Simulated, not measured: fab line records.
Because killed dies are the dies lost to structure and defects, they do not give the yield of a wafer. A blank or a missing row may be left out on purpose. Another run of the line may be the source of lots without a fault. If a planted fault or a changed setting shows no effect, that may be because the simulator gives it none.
Split-lot experiment ; flow n5-finfet ; 7 lots, 21 wafers read, on a route of 1938 steps

## THE SPLIT ITSELF
At N5_BEOL_M9_COAT_22 (resist thk 30 nm), the setting spin-rpm was moved away from the recipe's 1500 rpm on 4 of the 21 wafers read, by -8.2% to +8.8%. For the rest of the wafers, this setting stayed at what the recipe calls for.

## FROM THE SPLIT TO THE READING: what the file shows between them, 5 steps
- N5_BEOL_M9_EBR_24
- N5_BEOL_M9_SOFTBAKE_23: time 60 s
- N5_BEOL_M9_EXPOSE_25: exposes mask V8
- N5_BEOL_M9_PEB_26: peb time 60 s
- N5_BEOL_M9_DEVELOP_27: develop time 30 s

## THE READING
CAR-EUV_of_BEOL_M9_COAT_22.thk-nm (the simulator's own value, which no gauge read), in nm, at N5_BEOL_M9_DESCUM_33 (chemistry O2, time 7 s). The file does not state a usual value for it. Across the 17 wafers here that went through the recipe, the average is 26.1 nm and the standard deviation 0.11 nm.

wafer;tool, chamber at the split;spin-rpm as run, rpm;against the recipe;CAR-EUV_of_BEOL_M9_COAT_22.thk-nm, nm;against lot-mates on the recipe
L077.1;litho-track-03, 0;1500;recipe;26;-
L077.2;litho-track-03, 0;1500;recipe;26;-
L077.3;litho-track-03, 0;1500;recipe;26;-
L082.2;litho-track-04, 0;1500;recipe;26;-
L082.3;litho-track-04, 0;1500;recipe;26;-
L082.6;litho-track-04, 0;1500;recipe;26;-
L084.3;litho-track-04, 0;1632;+8.8%;25;-1.3
L084.5;litho-track-04, 0;1500;recipe;26.4;-
L084.6;litho-track-04, 0;1500;recipe;26.2;-
L085.1;litho-track-01, 0;1554;+3.6%;25.6;-0.4
L085.5;litho-track-01, 0;1554;+3.6%;25.6;-0.4
L085.6;litho-track-01, 0;1500;recipe;26;-
L087.2;litho-track-01, 0;1500;recipe;26;-
L087.6;litho-track-01, 0;1500;recipe;26;-
L087.3;litho-track-01, 0;1500;recipe;26.2;-
L089.2;litho-track-01, 0;1500;recipe;26.2;-
L089.5;litho-track-01, 0;1500;recipe;26;-
L089.6;litho-track-01, 0;1500;recipe;26;-
L093.2;litho-track-04, 0;1500;recipe;26;-
L093.3;litho-track-04, 0;1500;recipe;26;-
L093.6;litho-track-04, 0;1377;-8.2%;27.2;+1.2

FIT RESULTS
A straight line over all 21 wafers: CAR-EUV_of_BEOL_M9_COAT_22.thk-nm changes by -0.129 nm for each +1% of spin-rpm; r = -0.96; the points scatter about the line by 0.11 nm.
The same after taking each lot's own level away (the mean of its wafers on the recipe; 21 wafers): -0.142 nm for each +1%; r = -0.99; scatter 0.072 nm.
On that fit, the largest move of spin-rpm shifts the reading by 1.3 nm.
Measured against the standard deviation above, the lots' own levels, which go from 26.00 to 26.30 nm, span 2.6 times it.
The two slopes are in agreement: the lot-to-lot level therefore moves the slope only a little.
Check: for one of the wafers moved furthest among these (+8.8%), held out of the fit, the line's prediction against its lot-mates is -1.19 nm. Against them it came out at -1.3 nm.

## THESE WAFERS: OTHER SPLITS
Before the reading, these wafers also passed through other splits. Each is held against what the fit with the lots' levels taken away leaves over:
other split on the same wafers;wafers away from the commonest value;r with CAR-EUV_of_BEOL_M9_COAT_22.thk-nm (lot level and that fit taken away)
N5_BEOL_M5_COAT_66 spin-rpm;6;-0.25
N5_BEOL_M7_ILD_DEP_00 time-s;13;+0.06
N5_BEOL_M7_PECVD_70 time-s;4;-0.17
N5_BEOL_M8_DESCUM_16 time-s;7;+0.11
N5_BEOL_M8_TRENCH_ETCH_37 bias-w;9;-0.30

## THE WHOLE CHAIN: every reading that the file lists as answering this split, in the file's order
step;what it does;reading;change (the file's fit);r (the file's)
N5_BEOL_M9_COAT_22;resist thk 30 nm;CAR-EUV_of_BEOL_M9_COAT_22.thk-nm (the simulator's own value, which no gauge read);-0.15 nm for each +1% of the setting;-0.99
N5_BEOL_M9_DEVELOP_27;develop time 30 s;CAR-EUV_of_BEOL_M9_COAT_22.thk-nm (the simulator's own value, which no gauge read);-0.16 nm for each +1% of the setting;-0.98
N5_BEOL_M9_DESCUM_33;chemistry O2, time 7 s;CAR-EUV_of_BEOL_M9_COAT_22.thk-nm (the simulator's own value, which no gauge read);-0.144 nm for each +1% of the setting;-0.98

## THE FILE'S OWN FIT
CAR-EUV_of_BEOL_M9_COAT_22.thk-nm changes by -0.144 nm for each +1% of spin-rpm, r = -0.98.
